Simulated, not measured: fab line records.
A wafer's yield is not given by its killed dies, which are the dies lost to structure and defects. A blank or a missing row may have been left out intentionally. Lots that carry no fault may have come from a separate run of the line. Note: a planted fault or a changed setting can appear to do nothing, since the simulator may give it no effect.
Split-lot experiment ; flow n5-finfet ; 21 wafers read across 7 lots, on a route 1938 steps long

== ABOUT THE SPLIT ==
At N5_BEOL_M2_HM_DEP_02 (deposits TiN, target thk 20 nm), the setting target-thk-a was moved away from the recipe's 200 angstrom on 6 of the 21 wafers read, by -8.5% to -3.4%. For the rest of the wafers, this setting stayed at what the recipe calls for.

== FROM THE SPLIT TO THE READING: what the file shows between them, 8 steps ==
- N5_BEOL_M2_COAT_61: time 60 s, resist thk 60 nm
- N5_BEOL_M2_COAT_62: time 60 s, resist thk 12 nm
- N5_BEOL_M2_STRIP_75: strips in N2/H2
- N5_BEOL_M2_STRIP_66: strips in CF4
- N5_BEOL_M2_HM_OPEN_17: chemistry Cl2/BCl3, target TiN, target depth 20 nm, overetch 6 nm
- N5_BEOL_M2_STRIP_19: strips in O2
- N5_BEOL_M2_STRIP_83: strips in C4F6/O2
- N5_BEOL_M2_STRIP_36: strips in N2/H2

== THE READING ==
TiN_of_BEOL_M2_HM_DEP_02.thk-nm (the simulator's own value, which no gauge read), in nm, at N5_BEOL_M2_TRENCH_ETCH_37 (etches SiOC in C4F6/O2, target depth 55.555 nm, time 29.2 s). No usual value for it is given in the file. The 15 wafers here that ran the recipe average 17.6 nm, standard deviation 0.24 nm.

wafer;tool, chamber at the split;target-thk-a as run, angstrom;against the recipe;TiN_of_BEOL_M2_HM_DEP_02.thk-nm, nm;against lot-mates on the recipe
L074.2;pvd-sputter-03, -;200;recipe;17.6;-
L074.4;pvd-sputter-03, -;200;recipe;18;-
L074.5;pvd-sputter-03, -;200;recipe;17.8;-
L076.1;pvd-sputter-03, -;200;recipe;17.6;-
L076.2;pvd-sputter-03, -;184;-8.0%;16;-1.6
L076.6;pvd-sputter-03, -;184;-8.0%;16;-1.6
L077.2;pvd-sputter-02, -;185.1;-7.5%;16.2;-1.4
L077.4;pvd-sputter-02, -;185.1;-7.5%;16;-1.6
L077.6;pvd-sputter-02, -;200;recipe;17.6;-
L082.2;pvd-sputter-01, -;200;recipe;17.4;-
L082.4;pvd-sputter-01, -;200;recipe;17.4;-
L082.3;pvd-sputter-01, -;200;recipe;17.6;-
L083.1;pvd-sputter-03, -;200;recipe;17.4;-
L083.3;pvd-sputter-03, -;183.1;-8.5%;15.6;-1.6
L083.4;pvd-sputter-03, -;200;recipe;17;-
L090.1;pvd-sputter-01, -;200;recipe;17.8;-
L090.2;pvd-sputter-01, -;193.1;-3.4%;16.8;-0.9
L090.6;pvd-sputter-01, -;200;recipe;17.6;-
L095.1;pvd-sputter-02, -;200;recipe;17.8;-
L095.4;pvd-sputter-02, -;200;recipe;17.8;-
L095.6;pvd-sputter-02, -;200;recipe;17.8;-

THE FIT
A straight line over all 21 wafers: TiN_of_BEOL_M2_HM_DEP_02.thk-nm changes by +0.211 nm for each +1% of target-thk-a; r = +0.96; the points scatter about the line by 0.22 nm.
The same after taking each lot's own level away (the mean of its wafers on the recipe; 21 wafers): +0.199 nm for each +1%; r = +0.99; scatter 0.12 nm.
According to that fit, moving target-thk-a by its largest amount changes the reading by 1.7 nm.
The span of the lots' own levels, 17.20 to 17.80 nm, comes to 2.5 times the standard deviation stated above.
Hence the lot-to-lot level has little effect on the slope; both slopes agree.
Check: for one of the wafers moved furthest among these (-8.5%), held out of the fit, the line's prediction against its lot-mates is -1.72 nm. Against them it came out at -1.6 nm.

== THE WHOLE CHAIN: every reading that the file lists as answering this split, in the file's order ==
step;what it does;reading;change (the file's fit);r (the file's)
N5_BEOL_M2_HM_DEP_02;deposits TiN, target thk 20 nm;TiN_of_BEOL_M2_HM_DEP_02.thk-nm (the simulator's own value, which no gauge read);+0.194 nm for each +1% of the setting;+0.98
N5_BEOL_M2_HM_OPEN_17;chemistry Cl2/BCl3, target TiN, target depth 20 nm, overetch 6 nm;etch.depth-nm (the simulator's own value, which no gauge read);+0.198 nm for each +1% of the setting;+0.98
N5_BEOL_M2_TRENCH_ETCH_37;etches SiOC in C4F6/O2, target depth 55.555 nm, time 29.2 s;TiN_of_BEOL_M2_HM_DEP_02.thk-nm (the simulator's own value, which no gauge read);+0.2 nm for each +1% of the setting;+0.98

== THE FILE'S OWN FIT ==
TiN_of_BEOL_M2_HM_DEP_02.thk-nm changes by +0.2 nm for each +1% of target-thk-a, r = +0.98.
